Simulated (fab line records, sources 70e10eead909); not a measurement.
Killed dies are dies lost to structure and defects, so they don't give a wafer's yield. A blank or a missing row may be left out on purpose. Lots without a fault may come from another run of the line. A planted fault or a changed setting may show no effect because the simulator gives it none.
One fault seen from 2 desks | flow nand_harc | each desk has only its own numbers; what lay behind them comes last

THE TOOL OWNER'S DESK: furnace-08
The tool's own readings at NHARC_A_SOURCE_PLATE_ANNEAL_05 (time 1800 s): means of the sampled wafers that have a number, for each lot that ran on this tool. A lot is out of limits, marked OUT, if its mean lies more than 4 standard deviations from the usual mean; the brackets give that distance.
Columns: A = run_length_s at NHARC_A_SOURCE_PLATE_ANNEAL_05, usual 1836 s; B = spike_tc_bottom_C at NHARC_A_SOURCE_PLATE_ANNEAL_05, usual 871 C; C = tube_center_temp_C at NHARC_A_SOURCE_PLATE_ANNEAL_05, usual 850.02 C; D = zone_power_upper_pct at NHARC_A_SOURCE_PLATE_ANNEAL_05, usual 16.9 %
lot  | first seen here | A    | B   | C      | D
L778 | day 7 07:38     | 1840 | 873 | 850.06 | 19.0
L785 | day 10 14:32    | 1840 | 873 | 850.06 | 19.3
L788 | day 11 19:53    | 1837 | 874 | 849.96 | 19.4
This desk's finding: nothing out of limits on any of the 3 lots.

THE METROLOGY DESK
What the gauges read, lot by lot, whatever tool the lot ran on: means of the sampled wafers that have a number. A lot is out of limits, marked OUT, if its mean lies more than 4 standard deviations from the usual mean; the brackets give that distance.
Columns: A = thk_nm at NHARC_A_SOURCE_PLATE_THK_MEAS_09, usual 9.6 nm; B = thk_nm at NHARC_A_ONON_D1_THK_MEAS_02, usual 1003 nm
lot  | first seen here | A    | B
L778 | day 7 00:47     | 10.0 | 1018
L779 | day 7 17:42     | 9.7  | 1019
L780 | day 7 17:42     | 10.9 | 1014
L781 | day 8 12:12     | 8.4  | 1018
L782 | day 8 16:46     | 9.5  | 1000
L783 | day 9 11:43     | 8.8  | 1003
L784 | day 9 11:43     | 9.6  | 997
L785 | day 10 05:25    | 9.7  | 1011
L788 | day 11 10:49    | 9.9  | 999
L789 | day 11 18:49    | 9.5  | 1006
L796 | day 15 01:15    | 10.5 | -
L797 | day 15 06:38    | 9.6  | -
L801 | day 16 16:09    | 10.5 | 1011
L800 | day 16 16:10    | 9.2  | 1013
This desk's finding: nothing out of limits on any of the 14 lots.

PUT TOGETHER
The tool owner's desk saw nothing out of limits.
The metrology desk saw nothing out of limits.

WHAT THE SIMULATOR HAD PUT IN
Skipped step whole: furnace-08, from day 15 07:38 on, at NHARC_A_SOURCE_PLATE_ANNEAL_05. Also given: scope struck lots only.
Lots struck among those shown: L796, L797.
